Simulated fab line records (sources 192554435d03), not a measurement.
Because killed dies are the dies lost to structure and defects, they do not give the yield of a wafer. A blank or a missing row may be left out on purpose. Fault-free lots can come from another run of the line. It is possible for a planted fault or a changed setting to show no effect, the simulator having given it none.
Matching of chambers | flow n5 finfet | rie diel-02 running N5_BEOL_M13_TRENCH_ETCH_34: 4 sister chambers
The step etches SiOC in C4F8/O2/Ar, target depth 413.47 nm, time 162.6 s. 8 wafers are shown with their chamber, then 9 later ones without.

WAFERS, EACH WITH ITS CHAMBER
wafer  | chamber | showerhead plenum p Torr (Torr) | drypump motor current A (A)
L081.3 | 0       | 3.37                            | 6.0
L084.6 | 3       | 3.49                            | 5.6
L087.1 | 2       | 3.33                            | 6.0
L087.2 | 1       | 3.35                            | 6.1
L087.3 | 3       | 3.49                            | 5.6
L090.3 | 0       | 3.37                            | 6.0
L090.4 | 2       | 3.32                            | 6.0
L090.6 | 1       | 3.35                            | 6.0

WAFERS WITH NO CHAMBER GIVEN
wafer  | showerhead plenum p Torr (Torr) | drypump motor current A (A)
L092.1 | 3.48                            | 5.6
L092.2 | 3.34                            | 6.1
L092.3 | 3.36                            | 5.9
L095.1 | 3.32                            | 6.0
L095.4 | 3.32                            | 6.0
L095.5 | 3.36                            | 6.0
L094.1 | 3.32                            | 6.0
L094.4 | 3.36                            | 5.9
L094.6 | 3.32                            | 6.0

CHAMBER TAKEN BY EACH
wafer  | from the rows above     | in truth
L092.1 | 3                       | 3
L092.2 | can't be placed: 1 or 2 | 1
L092.3 | can't be placed: 0 or 1 | 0
L095.1 | 2                       | 2
L095.4 | 2                       | 2
L095.5 | can't be placed: 0 or 1 | 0
L094.1 | 2                       | 2
L094.4 | can't be placed: 0 or 1 | 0
L094.6 | 2                       | 2
Correctly placed: 5 of 9. From these rows, 4 cannot be placed; in 4 the true chamber is one of the candidates. Number placed wrongly: 0.
How it was worked out, from the rows above alone: a wafer's distance from a chamber is the root of the sum, over the readings, of the square of ((its reading less the chamber's mean) divided by the reading's scatter). If the next closest chamber is less than 2 further off than the closest, the wafer can't be placed; otherwise it belongs to the closest. Each chamber's mean is taken over the wafers shown for it. The scatter: the root of (the sum of the squares of (reading less its chamber's mean) over the shown wafers, divided by (wafers less chambers)).
